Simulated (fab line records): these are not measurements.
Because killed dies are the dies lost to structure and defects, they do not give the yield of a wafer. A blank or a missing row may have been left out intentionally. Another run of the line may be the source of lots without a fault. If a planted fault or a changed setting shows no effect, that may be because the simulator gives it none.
Which of the tools did it? -- flow nand_harc -- Sampling: 24 lots, 72 wafers, 6 of 1302 route steps

== WHAT THE GAUGES READ, wafer by wafer ==
NHARC_A_CONTACT_CD_MEAS_80. Usual: cd_nm at 289.5 nm, with a standard deviation of 0.78.
lot,measured,on,cd_nm (nm),flag
L074,day 21 03:11,cd_sem-03,290.0 289.2 289.8,
L075,day 22 06:05,cd_sem-01,289.8 290.2 290.5,
L077,day 22 20:41,cd_sem-03,289.6 288.7 288.5,
L076,day 22 22:04,cd_sem-03,290.1 289.4 289.9,
L078,day 23 23:50,cd_sem-03,288.6 288.8 288.6,
L079,day 24 03:22,cd_sem-03,289.0 290.2 290.2,
L080,day 24 09:50,cd_sem-01,289.1 288.7 288.6,
L081,day 24 19:41,cd_sem-02,289.2 289.4 289.9,
L082,day 24 23:06,cd_sem-02,289.4 289.4 289.4,
L083,day 25 12:41,cd_sem-03,290.4 290.9 290.8,
L085,day 26 01:22,cd_sem-02,287.9 288.1 287.9,
L084,day 26 03:20,cd_sem-03,289.2 289.3 288.9,
L086,day 26 22:13,cd_sem-02,290.6 290.8 290.7,
L087,day 26 23:22,cd_sem-01,289.8 288.8 288.7,
L089,day 28 04:05,cd_sem-03,289.8 289.3 289.5,
L088,day 28 09:42,cd_sem-01,290.9 290.1 290.7,
L090,day 28 16:59,cd_sem-03,289.0 290.3 289.6,
L091,day 28 19:14,cd_sem-03,290.1 289.3 290.1,
L092,day 29 00:29,cd_sem-03,289.7 289.3 289.3,
L093,day 29 23:03,cd_sem-01,289.9 290.1 289.9,
L094,day 30 00:21,cd_sem-03,289.5 290.3 289.5,
L095,day 30 19:49,cd_sem-01,289.1 288.6 288.7,
L096,day 30 23:47,cd_sem-03,290.3 290.0 290.1,
L097,day 31 03:34,cd_sem-02,288.8 288.7 289.0,

NHARC_A_CONTACT_CD_MEAS_08: target cd 200 nm. Usual: cd_nm at 200.0 nm, with a standard deviation of 0.42.
lot,measured,on,cd_nm (nm),flag
L074,day 21 06:28,cd_sem-03,200.7 200.7 200.4,
L075,day 22 09:32,cd_sem-02,200.2 200.2 200.9,
L077,day 23 00:34,cd_sem-02,199.6 200.0 200.3,
L076,day 23 02:17,cd_sem-03,199.9 199.7 200.3,
L078,day 24 05:10,cd_sem-02,200.0 200.9 200.4,
L079,day 24 08:52,cd_sem-01,200.3 200.7 200.3,
L080,day 24 18:01,cd_sem-03,200.3 199.9 199.9,
L081,day 24 23:07,cd_sem-03,199.2 200.0 199.5,
L082,day 25 02:51,cd_sem-01,200.0 200.8 199.9,
L083,day 25 16:07,cd_sem-02,199.9 200.3 199.3,
L085,day 26 04:47,cd_sem-03,199.9 199.4 199.4,
L084,day 26 06:46,cd_sem-03,199.6 199.8 199.4,
L086,day 27 01:38,cd_sem-01,200.2 199.8 200.5,
L087,day 27 02:38,cd_sem-03,199.7 199.5 200.1,
L089,day 28 10:55,cd_sem-01,199.9 198.8 200.1,
L088,day 28 13:05,cd_sem-01,200.7 200.2 200.5,
L090,day 28 21:53,cd_sem-01,200.1 199.9 200.0,
L091,day 28 22:38,cd_sem-02,199.8 200.2 200.4,
L092,day 29 04:02,cd_sem-01,199.3 199.9 199.9,
L093,day 30 02:27,cd_sem-02,199.9 200.2 200.4,
L094,day 30 04:04,cd_sem-01,199.8 199.9 200.2,
L095,day 31 01:11,cd_sem-02,199.7 200.1 200.2,
L096,day 31 03:46,cd_sem-01,199.7 200.4 199.6,
L097,day 31 06:58,cd_sem-03,200.2 199.8 200.0,

NHARC_A_CONTACT_INSPECT_23. Usual: raw_defect_count at 505, with a standard deviation of 120.
lot,measured,on,raw_defect_count,flag
L074,day 21 12:16,defect_inspect-02,448 514 465,
L075,day 22 15:55,defect_inspect-02,538 467 520,
L077,day 23 07:03,defect_inspect-02,712 397 531,
L076,day 23 08:10,defect_inspect-02,468 410 531,
L078,day 24 11:27,defect_inspect-01,519 534 454,
L079,day 24 14:42,defect_inspect-02,493 521 644,
L080,day 24 23:51,defect_inspect-02,890 570 748,
L081,day 25 05:23,defect_inspect-01,481 649 556,
L082,day 25 08:49,defect_inspect-02,621 420 713,
L083,day 25 22:07,defect_inspect-02,692 1144 426,
L085,day 26 10:36,defect_inspect-01,604 425 526,
L084,day 26 12:34,defect_inspect-02,518 462 480,
L086,day 27 07:38,defect_inspect-02,506 487 532,
L087,day 27 08:58,defect_inspect-02,482 603 430,
L089,day 28 16:46,defect_inspect-01,514 403 395,
L088,day 28 18:53,defect_inspect-01,694 609 472,
L090,day 29 03:58,defect_inspect-01,731 525 502,
L091,day 29 04:28,defect_inspect-02,662 589 498,
L092,day 29 09:51,defect_inspect-01,327 411 380,
L093,day 30 08:22,defect_inspect-01,377 458 407,
L094,day 30 10:50,defect_inspect-01,468 454 456,
L095,day 31 07:16,defect_inspect-01,277 310 337,
L096,day 31 10:04,defect_inspect-02,383 418 368,
L097,day 31 13:49,defect_inspect-01,374 483 389,

== TOOL THAT RAN EACH LOT (tool first, then ch and the chambers of the sampled wafers, then the start) ==
lot,NHARC_A_CONTACT_ETCH_132,NHARC_A_CONTACT_ETCH_137,NHARC_A_CONTACT_ETCH_138
L074,"har_cap_etch-01 ch 0,1, day 21 02:00","har_cap_etch-01 ch 0,1, day 21 08:31","har_cap_etch-01 ch 0,1, day 21 08:47"
L075,"har_cap_etch-03 ch 0,1, day 22 04:56","har_cap_etch-01 ch 0,1, day 22 11:52","har_cap_etch-01 ch 0,1, day 22 12:14"
L077,"har_cap_etch-02 ch 0,1, day 22 19:35","har_cap_etch-01 ch 0,1, day 23 03:24","har_cap_etch-01 ch 0,1, day 23 03:40"
L076,"har_cap_etch-03 ch 0,1, day 22 20:53","har_cap_etch-02 ch 0,1, day 23 04:20","har_cap_etch-02 ch 0,1, day 23 04:37"
L078,"har_cap_etch-03 ch 0,1, day 23 22:40","har_cap_etch-01 ch 0,1, day 24 07:23","har_cap_etch-01 ch 0,1, day 24 07:46"
L079,"har_cap_etch-01 ch 0,1, day 24 02:11","har_cap_etch-03 ch 0, day 24 10:56","har_cap_etch-03 ch 0, day 24 11:13"
L080,"har_cap_etch-02 ch 0, day 24 08:40","har_cap_etch-02 ch 0,1, day 24 20:07","har_cap_etch-02 ch 0,1, day 24 20:23"
L081,"har_cap_etch-01 ch 0,1, day 24 18:31","har_cap_etch-02 ch 0,1, day 25 01:34","har_cap_etch-02 ch 0,1, day 25 01:50"
L082,"har_cap_etch-03 ch 0,1, day 24 21:56","har_cap_etch-03 ch 0,1, day 25 05:10","har_cap_etch-03 ch 0,1, day 25 05:26"
L083,"har_cap_etch-02 ch 0,1, day 25 11:27","har_cap_etch-02 ch 0,1, day 25 18:26","har_cap_etch-02 ch 0,1, day 25 18:42"
L085,"har_cap_etch-01 ch 0,1, day 26 00:11","har_cap_etch-02 ch 0,1, day 26 06:51","har_cap_etch-02 ch 0,1, day 26 07:07"
L084,"har_cap_etch-03 ch 0,1, day 26 02:11","har_cap_etch-01 ch 0,1, day 26 08:51","har_cap_etch-01 ch 0,1, day 26 09:08"
L086,"har_cap_etch-01 ch 0,1, day 26 20:53","har_cap_etch-02 ch 0,1, day 27 03:41","har_cap_etch-02 ch 0,1, day 27 03:57"
L087,"har_cap_etch-03 ch 0,1, day 26 22:11","har_cap_etch-01 ch 0,1, day 27 04:56","har_cap_etch-01 ch 0,1, day 27 05:18"
L089,"har_cap_etch-01 ch 0,1, day 28 02:54","har_cap_etch-01 ch 0,1, day 28 12:58","har_cap_etch-01 ch 0,1, day 28 13:14"
L088,"har_cap_etch-01 ch 0,1, day 28 08:29","har_cap_etch-01 ch 0,1, day 28 15:11","har_cap_etch-01 ch 0,1, day 28 15:27"
L090,"har_cap_etch-02 ch 0, day 28 15:49","har_cap_etch-02 ch 0,1, day 29 00:14","har_cap_etch-02 ch 0,1, day 29 00:31"
L091,"har_cap_etch-03 ch 0,1, day 28 18:02","har_cap_etch-03 ch 0,1, day 29 00:41","har_cap_etch-03 ch 0,1, day 29 00:58"
L092,"har_cap_etch-01 ch 0, day 28 23:19","har_cap_etch-01 ch 0,1, day 29 06:05","har_cap_etch-01 ch 0,1, day 29 06:22"
L093,"har_cap_etch-01 ch 0,1, day 29 21:52","har_cap_etch-03 ch 0,1, day 30 04:30","har_cap_etch-03 ch 0,1, day 30 04:46"
L094,"har_cap_etch-02 ch 0,1, day 29 23:13","har_cap_etch-01 ch 0, day 30 06:52","har_cap_etch-01 ch 0, day 30 07:08"
L095,"har_cap_etch-02 ch 0,1, day 30 18:38","har_cap_etch-02 ch 0,1, day 31 03:23","har_cap_etch-02 ch 0,1, day 31 03:40"
L096,"har_cap_etch-03 ch 0,1, day 30 22:35","har_cap_etch-03 ch 0,1, day 31 06:11","har_cap_etch-03 ch 0,1, day 31 06:28"
L097,"har_cap_etch-01 ch 1, day 31 01:26","har_cap_etch-01 ch 0, day 31 09:14","har_cap_etch-01 ch 0, day 31 09:31"
- NHARC_A_CONTACT_ETCH_132: etches the open film in C4F8/O2/Ar, time 197 s, target depth 1924 nm.
- NHARC_A_CONTACT_ETCH_137: etches the open film in C4F8/O2/Ar, time 311 s, target depth 1912 nm.
- NHARC_A_CONTACT_ETCH_138: etches the open film in C4F8/O2/Ar, time 311 s, target depth 1914 nm.

== AS READ BY THE TOOLS THEMSELVES (means over the sampled wafers that have a number; for cases with no such wafer, the mark the record gives instead) ==
The record holds no such reading with a usual standard deviation.

== THE ANSWER, worked out from the rows above alone ==
Rule: take the mean of a lot's wafers that have a number; if it is more than 3 standard deviations from the usual mean, the lot is off. A lot without any number at a reading at which 4 lots or more have one is off too. All remaining lots with rows at the step are treated as sound. After the gauges, taken in route order, come the tools' own readings; for these a lot's mean is taken, as printed above. The first step at which some lot is off is used, and at that step the reading that is off furthest; a lot without a number counts as furthest.
No lot is off on any of the readings shown, so nothing can be concluded from this.

== WHAT THE SIMULATOR PUT IN ==
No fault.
